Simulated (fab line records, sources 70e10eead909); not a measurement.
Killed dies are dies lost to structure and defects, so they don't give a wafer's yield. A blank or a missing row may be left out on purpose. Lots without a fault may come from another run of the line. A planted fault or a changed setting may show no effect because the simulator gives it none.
A struck lot beside a sound one | flow nand_harc | 15 steps out of a route of 1302
Sound: wafers L806.3, L806.4, L806.5. Struck: wafers L809.1, L809.6. (L809.5 of the same lot was not struck and is left out.) The cause comes at the end.
At each step with rows: each side's tool, then ch and its chambers, then its first start. Under that, the readings that differ: sound wafers | struck wafers | difference of the means | sigmas: that difference in standard deviations of wafers without a fault.
alike: readings whose means differ by less than 2 such deviations, and words and numbers that are the same on both sides. not compared: withheld readings, readings that some wafer has no value for, bounds like >300 that may hide the same value, and numbers for which the record gives no deviation and whose values overlap.
The two part at a step that has a row with sigmas, a row that says differs or no value, or rows on one side only. Numbers that don't overlap but have no deviation are shown without sigmas and don't part them. A reading that every wafer of one side lacks parts them only if that side has two wafers or more.

first, 1 step without rows for these wafers: NHARC_A_CHANNEL_HOLE_D1_STRIP_43 (strips in O2/COS).
NHARC_A_CHANNEL_HOLE_D1_ETCH_44: etches the open film in CF4/O2, target depth 140 nm, overetch 14 nm, time 77 s.
  sound on rie_diel-09 ch 0,2,3, day 9 12:23; struck on rie_diel-09 ch 1,3, day 10 00:19
  alike: drypump_motor_current_A, oes_ar_750_au, oes_product_au, rf_vpp_V, showerhead_plenum_p_Torr, throttle_valve_pct
  not compared: rf_hours_counter_h
NHARC_A_CHANNEL_HOLE_D1_STRIP_27: strips in O2.
  sound on rie_diel-09 ch 0,1; struck on rie_diel-09 ch 2
  alike: drypump_motor_current_A, oes_product_au, rf_vpp_V, showerhead_plenum_p_Torr, throttle_valve_pct
  not compared: rf_hours_counter_h
then, 2 steps without rows for these wafers: NHARC_A_CHANNEL_HOLE_D1_PRECLEAN_28 (cleans in SC1); NHARC_A_CHANNEL_HOLE_D1_SRD_29.
NHARC_A_CHANNEL_HOLE_D1_CD_MEAS_30:
  sound on cd_sem-01, day 9 13:11; struck on cd_sem-02, day 10 01:05
  alike: cd_nm
NHARC_A_CHANNEL_HOLE_D1_XSEM_31:
  sound on xsem-01 ch 0, day 9 13:16; struck on xsem-02 ch 0, day 10 01:11
  reading     | sound       | struck  | difference | sigmas
  bow_nm (nm) | 8.6 8.5 8.5 | 9.2 9.2 | +0.7       | +2
  alike: bot_cd_nm, tilt_deg
NHARC_A_CHANNEL_HOLE_D1_INSPECT_40:
  sound on defect_inspect-02, day 9 13:21; struck on defect_inspect-01, day 10 01:16
  alike: raw_defect_count
then, 2 steps without rows for these wafers: NHARC_A_CHANNEL_FILL_D1_PRECLEAN_00 (cleans in SC1); NHARC_A_CHANNEL_FILL_D1_SRD_01.
NHARC_A_CHANNEL_FILL_D1_ALD_02: deposits SiO2, target thk 6 nm, pulse time 10 s, ald cycles 60.
  sound on ald_hk-02 ch 0,2,3, day 9 17:04; struck on ald_hk-04 ch 1,3, day 10 01:44
  alike: heater_power_w, precursor_pulse_height_rel
  not compared: ald_cycles
NHARC_A_CHANNEL_FILL_D1_ALD_03: deposits SiNx, target thk 6 nm, pulse time 60 s, ald cycles 58.
  sound on ald_sin_batch-03 ch 0; struck on ald_sin_batch-01 ch 0
  alike: precursor_pulse_height_rel
  not compared: ald_cycles
NHARC_A_CHANNEL_FILL_D1_ALD_14: deposits SiO2, target thk 2.5 nm, pulse time 10 s, ald cycles 25.
  sound on ald_hk-04 ch 1,2,3, day 10 00:44; struck on ald_hk-04 ch 0,2, day 10 09:44
  reading    | sound    | struck | difference | sigmas
  ald_cycles | 25 25 25 | 23 23  | -2         |
  alike: heater_power_w, precursor_pulse_height_rel
then, 1 step without rows for these wafers: NHARC_A_CHANNEL_FILL_D1_ALD_15 (deposits SiNx, target thk 2 nm, pulse time 60 s, ald cycles 19).
NHARC_END_SORT_01:
  the record has rows for the sound wafers here (prober-01 ch 0, day 25 09:11) and none for the struck ones

WHERE THEY PART
First at NHARC_A_CHANNEL_HOLE_D1_XSEM_31; last, within this record, at NHARC_END_SORT_01.

WHY: what the simulator had put in
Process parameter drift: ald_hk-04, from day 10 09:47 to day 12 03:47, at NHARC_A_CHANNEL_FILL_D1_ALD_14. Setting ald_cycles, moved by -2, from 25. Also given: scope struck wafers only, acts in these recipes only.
